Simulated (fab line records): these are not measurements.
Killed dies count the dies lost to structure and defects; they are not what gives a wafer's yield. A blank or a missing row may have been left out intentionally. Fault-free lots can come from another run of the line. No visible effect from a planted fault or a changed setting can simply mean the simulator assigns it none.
fab line records ; flow nand_harc
record lots=11; wafers=33; last_day=34
route steps=1302 shown A_CHANNEL_HOLE_D2@594 A_CHANNEL_FILL_D2@616 END@1302
lots that met no fault: taken from a fault-free run of the same line
start_h: the number of hours between the record's first day and the start of the first shown wafer of the lot ; wait_h: how many hours have passed since the lot's step before this one ; " same as the row above ; L1.1+2: one row covering several wafers at once ; - no value, or no start was given ; * or withheld: withheld ; < > ~ a bound
route shown NAME@n: names a module that has steps shown in the file, with the first one's number in the route ; usual: mean and standard deviation over wafers with no fault ; same: alike in all rows ; chamber/n: place in a boat ; sites: readings site by site ; _std_site: standard deviation across them ; _edge_site: outer sites' mean less inner sites' ; radius_mm: how far each site lies from the wafer's centre ; mask NAME#n: copy n ; behind: the tool/chamber that last shaped the wafer ; hold: why the lot went on hold/how many hours it stayed there/how the hold came to an end ; device: names the non-switching transistor (n, p or np) ; end of line: the same wafers' tests at the end of the route ; step lacking rows: just its recipe ; killed: dies that structure and defects cost at the first sort, which is not the same as the wafer's yield ; map: a wafer's dies, marking killed ones x, the rest . and places with no die _
set.NAME: the run value of the setting; set.NAME@STEP: its run value at that earlier step ; model.NAME: the simulator's own value behind a step, which no gauge read
the route's steps for a sample of lots (tables are steps, rows are wafers)
services: a tool's chamber out of use, with start hour (start_h, from the record's first day; less than 0 if before it), hours out, and reason
## steps
# step NHARC_A_CHANNEL_HOLE_D2_ETCH_22
# recipe bias_v=3000; source_w=withheld; pressure_mtorr=20; time_s=666.7; ar_flow_sccm=375; c4f8_flow_sccm=89.3; o2_flow_sccm=35.7; temp_c=-20; target_depth_a=16000; chemistry=C4F8/O2/Ar
# usual drypump_motor_current_A=6.02/0.13; mfc_ar_sccm=375.1/1.2; showerhead_plenum_p_Torr=3.677/0.03; temp_c=-20.01/0.1; throttle_valve_pct=32.154/0.0088
lot.wafer;tool;chamber;start_h;wait_h;drypump_motor_current_A;mfc_ar_sccm;rf_hours_counter_h;showerhead_plenum_p_Torr;temp_c;throttle_valve_pct
L363.3;har_etch-02;1;294.91;0.4;6.19;375.1;-;3.733;-19.92;32.153
L363.4;har_etch-02;0;294.91;0.4;6.02;375.9;-;3.733;-19.87;32.146
L363.6;har_etch-02;1;294.91;0.4;6.20;373.8;-;3.733;-19.87;32.146
L364.4;har_etch-01;1;323.59;0.4;5.85;373.8;-;3.691;-19.93;32.143
L364.3;har_etch-01;0;323.59;0.4;6.09;375.1;-;3.690;-19.87;32.155
L364.6;har_etch-01;0;323.59;0.4;6.07;374.2;-;3.691;-19.87;32.131
L366.1;har_etch-01;0;331.75;0.4;6.07;376.0;173;3.687;-19.98;32.160
L366.4;har_etch-01;0;331.75;0.4;6.08;374.0;-;3.686;-19.89;32.136
L366.5;har_etch-01;0;331.75;0.4;6.08;373.3;-;3.686;-19.84;32.161
L369.2;har_etch-01;0;362.10;0.4;6.07;375.0;196;3.674;-20.03;32.162
L369.3;har_etch-01;1;362.10;0.4;5.85;376.0;-;3.674;-20.17;32.146
L369.5;har_etch-01;0;362.10;0.4;6.07;375.7;-;3.674;-20.00;32.163
L371.1;har_etch-02;1;397.03;0.4;6.19;377.4;1;3.710;-20.01;32.153
L371.5;har_etch-02;0;397.03;0.4;5.99;375.5;-;3.710;-19.89;32.166
L371.6;har_etch-02;1;397.03;0.4;6.19;376.3;-;3.710;-19.97;32.149
L373.2;har_etch-02;0;413.27;0.4;5.98;374.6;16;3.701;-20.10;32.173
L373.4;har_etch-02;1;413.27;0.4;6.20;374.8;-;3.702;-20.13;32.142
L373.6;har_etch-02;1;413.27;0.4;6.22;375.6;-;3.701;-20.09;32.153
L375.2;har_etch-02;1;437.67;0.4;6.20;376.2;28;3.695;-20.14;32.141
L375.4;har_etch-02;1;437.67;0.4;6.19;376.2;-;3.695;-20.09;32.138
L375.6;har_etch-02;1;437.67;0.4;6.18;376.1;-;3.695;-20.04;32.155
L376.1;har_etch-01;0;445.57;0.4;6.07;376.6;241;3.649;-19.91;32.165
L376.2;har_etch-01;1;445.57;0.4;5.84;375.6;241;3.649;-20.06;32.160
L376.5;har_etch-01;1;445.57;0.4;5.86;375.8;-;3.650;-19.92;32.155
L383.2;har_etch-02;0;514.30;0.4;6.01;375.8;73;3.670;-20.00;32.150
L383.3;har_etch-02;1;514.30;0.4;6.18;374.6;-;3.670;-20.06;32.154
L383.6;har_etch-02;1;514.30;0.4;6.18;375.1;-;3.670;-20.04;32.170
L385.3;har_etch-01;0;525.00;0.4;6.08;377.1;-;3.624;-19.95;32.160
L385.4;har_etch-01;1;525.00;0.4;5.81;373.4;-;3.625;-19.90;32.154
L385.6;har_etch-01;1;525.00;0.4;5.84;376.1;-;3.625;-20.18;32.148
L384.3;har_etch-02;0;529.62;0.4;6.00;376.9;-;3.666;-20.00;32.158
L384.4;har_etch-02;1;529.62;0.4;6.19;374.4;-;3.666;-19.94;32.147
L384.5;har_etch-02;1;529.62;0.4;6.19;374.6;-;3.666;-19.66;32.171
# step NHARC_A_CHANNEL_HOLE_D2_ETCH_26
# recipe bias_v=300; source_w=2000; pressure_mtorr=30; time_s=224.1; ar_flow_sccm=375; c4f8_flow_sccm=11.4; o2_flow_sccm=113.6; temp_c=-20; target_depth_a=3000; chemistry=C4F8/O2/Ar
# usual drypump_motor_current_A=6.02/0.13; mfc_ar_sccm=375.1/1; showerhead_plenum_p_Torr=3.72/0.031; temp_c=-19.99/0.11; throttle_valve_pct=24.583/0.0098
lot.wafer;tool;chamber;start_h;wait_h;drypump_motor_current_A;mfc_ar_sccm;rf_hours_counter_h;showerhead_plenum_p_Torr;temp_c;throttle_valve_pct
L363.3;har_etch-02;1;297.71;0.5;6.20;374.5;-;3.78;-19.85;24.588
L363.4;har_etch-02;0;297.71;0.5;5.99;373.3;-;3.78;-19.82;24.587
L363.6;har_etch-02;1;297.71;0.5;6.21;375.8;-;3.78;-19.93;24.593
L364.4;har_etch-01;1;326.37;0.5;5.84;376.1;-;3.73;-20.06;24.585
L364.3;har_etch-01;0;326.37;0.5;6.08;374.1;-;3.73;-19.94;24.580
L364.6;har_etch-01;0;326.37;0.5;6.09;374.5;-;3.73;-20.03;24.601
L366.1;har_etch-01;0;334.65;0.7;6.07;374.8;176;3.73;-20.01;24.559
L366.4;har_etch-01;0;334.65;0.7;6.07;375.6;-;3.73;-19.95;24.594
L366.5;har_etch-01;0;334.65;0.7;6.07;374.3;-;3.73;-19.91;24.563
L369.2;har_etch-01;0;364.97;0.6;6.07;375.5;199;3.72;-20.03;24.580
L369.3;har_etch-01;1;364.97;0.6;5.85;374.3;-;3.72;-19.82;24.593
L369.5;har_etch-01;0;364.97;0.6;6.07;375.4;-;3.72;-19.93;24.591
L371.1;har_etch-02;1;399.87;0.6;6.21;374.1;4;3.75;-20.03;24.595
L371.5;har_etch-02;0;399.87;0.6;5.97;375.1;-;3.75;-20.09;24.588
L371.6;har_etch-02;1;399.87;0.6;6.21;374.4;-;3.75;-20.00;24.595
L373.2;har_etch-02;0;416.13;0.6;5.99;376.8;19;3.75;-19.97;24.590
L373.4;har_etch-02;1;416.13;0.6;6.19;375.6;-;3.75;-19.99;24.588
L373.6;har_etch-02;1;416.13;0.6;6.18;374.4;-;3.75;-20.01;24.593
L375.2;har_etch-02;1;440.50;0.6;6.18;375.7;31;3.74;-19.94;24.586
L375.4;har_etch-02;1;440.50;0.6;6.19;375.0;-;3.74;-19.92;24.589
L375.6;har_etch-02;1;440.50;0.6;6.19;374.5;-;3.74;-20.09;24.597
L376.1;har_etch-01;0;448.46;0.7;6.07;375.3;244;3.69;-20.15;24.580
L376.2;har_etch-01;1;448.46;0.7;5.83;374.6;244;3.69;-20.07;24.580
L376.5;har_etch-01;1;448.46;0.7;5.83;375.5;-;3.69;-20.16;24.601
L383.2;har_etch-02;0;517.14;0.6;6.01;375.7;76;3.71;-19.76;24.578
L383.3;har_etch-02;1;517.14;0.6;6.18;374.5;-;3.71;-19.96;24.584
L383.6;har_etch-02;1;517.14;0.6;6.19;374.1;-;3.71;-19.84;24.586
L385.3;har_etch-01;0;527.79;0.5;6.08;376.0;-;3.66;-19.96;24.574
L385.4;har_etch-01;1;527.79;0.5;5.84;377.4;-;3.66;-19.95;24.596
L385.6;har_etch-01;1;527.79;0.5;5.83;376.2;-;3.66;-19.98;24.583
L384.3;har_etch-02;0;532.41;0.5;5.97;373.5;-;3.71;-20.06;24.594
L384.4;har_etch-02;1;532.41;0.5;6.21;374.8;-;3.71;-19.84;24.585
L384.5;har_etch-02;1;532.41;0.5;6.21;375.8;-;3.71;-19.97;24.585
# step NHARC_A_CHANNEL_HOLE_D2_CD_MEAS_31
# usual cd_nm=90.4/1.1
lot.wafer;tool;chamber;start_h;wait_h;cd_nm
L363.3;cd_sem-03;-;299.40;-;90.8
L363.4;cd_sem-03;-;299.40;-;92.1
L363.6;cd_sem-03;-;299.40;-;88.6
L364.3;cd_sem-02;-;328.05;-;88.4
L364.4;cd_sem-02;-;328.05;-;90.3
L364.6;cd_sem-02;-;328.05;-;88.3
L366.1;cd_sem-01;-;336.54;-;90.9
L366.4;cd_sem-01;-;336.54;-;91.4
L366.5;cd_sem-01;-;336.54;-;91.5
L369.2;cd_sem-02;-;366.69;-;91.0
L369.3;cd_sem-02;-;366.69;-;90.1
L369.5;cd_sem-02;-;366.69;-;90.8
L371.1;cd_sem-02;-;401.58;-;92.0
L371.5;cd_sem-02;-;401.58;-;89.9
L371.6;cd_sem-02;-;401.58;-;91.9
L373.2;cd_sem-02;-;417.84;-;89.2
L373.4;cd_sem-02;-;417.84;-;89.9
L373.6;cd_sem-02;-;417.84;-;90.5
L375.2;cd_sem-01;-;442.20;-;90.4
L375.4;cd_sem-01;-;442.20;-;88.8
L375.6;cd_sem-01;-;442.20;-;90.5
L376.1;cd_sem-01;-;450.21;-;91.2
L376.2;cd_sem-01;-;450.21;-;88.8
L376.5;cd_sem-01;-;450.21;-;90.2
L383.2;cd_sem-02;-;518.86;-;88.1
L383.3;cd_sem-02;-;518.86;-;90.0
L383.6;cd_sem-02;-;518.86;-;89.6
L385.3;cd_sem-02;-;529.48;-;91.3
L385.4;cd_sem-02;-;529.48;-;92.6
L385.6;cd_sem-02;-;529.48;-;91.1
L384.3;cd_sem-03;-;534.09;-;91.1
L384.4;cd_sem-03;-;534.09;-;91.0
L384.5;cd_sem-03;-;534.09;-;90.3
# step NHARC_A_CHANNEL_HOLE_D2_INSPECT_40
# usual raw_defect_count=280/68
lot.wafer;tool;chamber;start_h;wait_h;raw_defect_count
L363.3;defect_inspect-02;-;299.58;-;379
L363.4;defect_inspect-02;-;299.58;-;263
L363.6;defect_inspect-02;-;299.58;-;242
L364.3;defect_inspect-02;-;328.23;-;305
L364.4;defect_inspect-02;-;328.23;-;275
L364.6;defect_inspect-02;-;328.23;-;400
L366.1;defect_inspect-02;-;336.73;-;413
L366.4;defect_inspect-02;-;336.73;-;341
L366.5;defect_inspect-02;-;336.73;-;404
L369.2;defect_inspect-02;-;366.87;-;238
L369.3;defect_inspect-02;-;366.87;-;222
L369.5;defect_inspect-02;-;366.87;-;238
L371.1;defect_inspect-02;-;401.77;-;358
L371.5;defect_inspect-02;-;401.77;-;303
L371.6;defect_inspect-02;-;401.77;-;295
L373.2;defect_inspect-02;-;418.03;-;481
L373.4;defect_inspect-02;-;418.03;-;534
L373.6;defect_inspect-02;-;418.03;-;560
L375.2;defect_inspect-02;-;442.38;-;574
L375.4;defect_inspect-02;-;442.38;-;619
L375.6;defect_inspect-02;-;442.38;-;639
L376.1;defect_inspect-02;-;450.40;-;388
L376.2;defect_inspect-02;-;450.40;-;336
L376.5;defect_inspect-02;-;450.40;-;348
L383.2;defect_inspect-01;-;519.04;-;189
L383.3;defect_inspect-01;-;519.04;-;155
L383.6;defect_inspect-01;-;519.04;-;230
L385.3;defect_inspect-01;-;529.66;-;365
L385.4;defect_inspect-01;-;529.66;-;343
L385.6;defect_inspect-01;-;529.66;-;289
L384.3;defect_inspect-02;-;534.27;-;192
L384.4;defect_inspect-02;-;534.27;-;306
L384.5;defect_inspect-02;-;534.27;-;237
# step NHARC_A_CHANNEL_FILL_D2_ALD_16
# recipe target_thk_a=15; pulse_time_s=10; ald_cycles=15; temp_c=300; material=SiO2
# usual heater_power_w=455/41; precursor_pulse_height_rel=0.999/0.021
# same ald_cycles=15
lot.wafer;tool;chamber;start_h;wait_h;heater_power_w;precursor_pulse_height_rel
L363.3;ald_hk-03;0;312.02;0.1;480;0.976
L363.4;ald_hk-03;2;312.02;0.1;460;0.988
L363.6;ald_hk-03;3;312.02;0.1;374;0.996
L364.3;ald_hk-01;1;340.73;0.1;493;1.022
L364.4;ald_hk-01;2;340.73;0.1;441;0.963
L364.6;ald_hk-01;0;340.73;0.1;438;1.006
L366.4;ald_hk-01;0;349.32;0.0;437;1.015
L366.1;ald_hk-01;1;349.32;0.0;494;0.988
L366.5;ald_hk-01;1;349.32;0.0;500;0.973
L369.2;ald_hk-04;1;381.58;0.1;450;0.982
L369.3;ald_hk-04;3;381.58;0.1;477;0.970
L369.5;ald_hk-04;0;381.58;0.1;464;1.007
L371.1;ald_hk-01;3;414.54;0.1;396;0.993
L371.6;ald_hk-01;2;414.54;0.1;435;0.979
L371.5;ald_hk-01;3;414.54;0.1;402;1.016
L373.2;ald_hk-04;1;430.46;0.1;444;0.994
L373.4;ald_hk-04;2;430.46;0.1;444;1.010
L373.6;ald_hk-04;1;430.46;0.1;441;1.015
L375.4;ald_hk-03;3;455.17;0.4;376;1.019
L375.2;ald_hk-03;0;455.17;0.4;490;0.955
L375.6;ald_hk-03;3;455.17;0.4;367;0.980
L376.2;ald_hk-03;2;463.29;0.1;467;0.989
L376.1;ald_hk-03;3;463.29;0.1;382;1.034
L376.5;ald_hk-03;1;463.29;0.1;515;1.003
L383.2;ald_hk-01;2;531.55;0.1;453;0.979
L383.3;ald_hk-01;3;531.55;0.1;403;0.987
L383.6;ald_hk-01;0;531.55;0.1;438;0.994
L385.3;ald_hk-03;0;542.05;0.0;484;0.980
L385.4;ald_hk-03;3;542.05;0.0;380;0.976
L385.6;ald_hk-03;0;542.05;0.0;492;0.977
L384.4;ald_hk-04;2;546.72;0.1;437;1.067
L384.3;ald_hk-04;3;546.72;0.1;484;1.033
L384.5;ald_hk-04;2;546.72;0.1;426;1.015
# step NHARC_END_SORT_01
# recipe temp_c=25
# usual killed_at_array=51/18; killed_at_other=1.0/1.2; killed_at_periphery=3.7/2.9; killed_dies=55/19; killed_open=3.5/1.9; killed_short=2.6/1.6
# same gross_dies=677
lot.wafer;tool;chamber;start_h;wait_h;killed_at_array;killed_at_other;killed_at_periphery;killed_dies;killed_open;killed_short
L373.2;prober-01;0;683.72;2.8;96;0;0;96;6;2
L373.4;prober-01;0;685.36;3.4;94;0;4;98;4;2
L373.6;prober-01;0;686.99;4.1;105;0;3;108;3;3
L375.2;prober-01;0;717.35;2.8;111;3;5;119;4;4
L375.4;prober-01;0;719.00;3.5;94;2;7;103;2;0
L375.6;prober-01;0;720.64;4.1;102;0;10;112;5;3
# killed by level:class
L373.2 A_CHANNEL_HOLE_D2:unspecified=70 A_CHANNEL_HOLE_D2:chamber_film_flake=6 A_STAIRCASE:chamber_film_flake=6 A_SOURCE_PLATE:geometric_particle:open=2 A_SLIT:chamber_film_flake=2 A_ONON_D2:geometric_particle:short=2 A_CHANNEL_FILL_D1:geometric_particle:open=1 A_CHANNEL_FILL_D2:geometric_particle:open=1
L373.4 A_CHANNEL_HOLE_D2:unspecified=71 A_STAIRCASE:chamber_film_flake=7 A_CONTACT:chamber_film_flake=6 A_CHANNEL_HOLE_D1:chamber_film_flake=3 A_CHANNEL_HOLE_D2:chamber_film_flake=3 A_ONON_D1:geometric_particle:short=2 P_GATE:chamber_film_flake=2 P_STI:geometric_particle:open=1
L373.6 A_CHANNEL_HOLE_D2:unspecified=77 A_CHANNEL_HOLE_D1:chamber_film_flake=6 A_STAIRCASE:chamber_film_flake=6 A_CHANNEL_HOLE_D2:chamber_film_flake=4 A_DECK1_JOINT:geometric_particle:short=3 P_GATE:chamber_film_flake=2 A_CHANNEL_FILL_D2:chamber_film_flake=2 A_WL_FILL:chamber_film_flake=2
L375.2 A_CHANNEL_HOLE_D2:unspecified=63 A_CHANNEL_HOLE_D1:chamber_film_flake=25 A_CONTACT:chamber_film_flake=6 THIN_TSV:chamber_film_flake=3 A_ONON_D1:geometric_particle:short=2 A_ONON_D2:geometric_particle:open=2 P_GATE:chamber_film_flake=2 A_CHANNEL_FILL_D1:chamber_film_flake=2
L375.4 A_CHANNEL_HOLE_D2:unspecified=61 A_CHANNEL_HOLE_D1:chamber_film_flake=19 A_CONTACT:chamber_film_flake=6 P_GATE:chamber_film_flake=5 A_STAIRCASE:chamber_film_flake=4 THIN_TSV:chamber_film_flake=2 P_M1:geometric_particle:open=1 A_WL_FILL:geometric_particle:open=1
L375.6 A_CHANNEL_HOLE_D2:unspecified=60 A_CHANNEL_HOLE_D1:chamber_film_flake=25 P_GATE:chamber_film_flake=6 A_CONTACT:chamber_film_flake=5 A_CHANNEL_FILL_D1:chamber_film_flake=4 A_STAIRCASE:chamber_film_flake=2 P_M0:geometric_particle:open=1 P_M2:geometric_particle:open=1
## services
tool;chamber;start_h;hours;kind
ald_hk-01;-;296.55;10.0;pm
ald_hk-01;0;296.55;10.0;vent_cycle
ald_hk-01;1;296.55;10.0;vent_cycle
ald_hk-01;2;296.55;10.0;vent_cycle
ald_hk-01;3;296.55;10.0;vent_cycle
har_etch-02;1;302.21;-;consumable_replace:focus_ring
har_etch-02;1;302.21;17.0;scheduled_down
har_etch-02;1;302.21;17.0;vent_cycle
ald_hk-01;0;306.55;-;clean
ald_hk-01;1;306.55;-;clean
ald_hk-01;2;306.55;-;clean
ald_hk-01;3;306.55;-;clean
har_etch-02;-;327.22;4.0;repair
har_etch-02;0;331.36;-;consumable_replace:focus_ring
har_etch-02;0;331.36;17.0;scheduled_down
har_etch-02;0;331.36;17.0;vent_cycle
har_etch-02;-;379.07;17.0;pm
har_etch-02;0;379.07;17.0;vent_cycle
har_etch-02;1;379.07;17.0;vent_cycle
ald_hk-03;-;391.64;10.0;pm
ald_hk-03;0;391.64;10.0;vent_cycle
har_etch-02;0;396.07;-;clean
har_etch-02;1;396.07;-;clean
ald_hk-03;-;434.75;0.6;repair
## key
first_sign step=NHARC_A_CHANNEL_HOLE_D2_INSPECT_40; reading=raw_defect_count; direction=up; sigmas=4.2; usual=280; struck=568
effect step=NHARC_END_SORT_01; reading=killed_at_array; direction=up; sigmas=2.7; usual=51; struck=100
more_kills_born_at NHARC_A_CHANNEL_HOLE_D2_ETCH_26@har_etch-02=349
met_at NHARC_A_CHANNEL_HOLE_D2_ETCH_26
struck_lots L373,L375
tester_left_out L373,L375
not_acting_at NHARC_A_CHANNEL_HOLE_D2_ETCH_22,NHARC_A_CHANNEL_HOLE_D2_CD_MEAS_31,NHARC_A_CHANNEL_FILL_D2_ALD_16
onset_between 399.87 416.13
fault kind=chamber_particle_source; tool=har_etch-02; chamber=-; onset_h=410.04; steps=NHARC_A_CHANNEL_HOLE_D2_ETCH_26; rate_per_visit_cm2=0.43872; end_h=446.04
# tester_left_out: of these lots the tester's yield and bins aren't shown, on N5 and GAA mostly nor the transistor test; their killed dies are dies lost to structure and defects alone, not to doping, threshold or leakage, so they don't give the yield
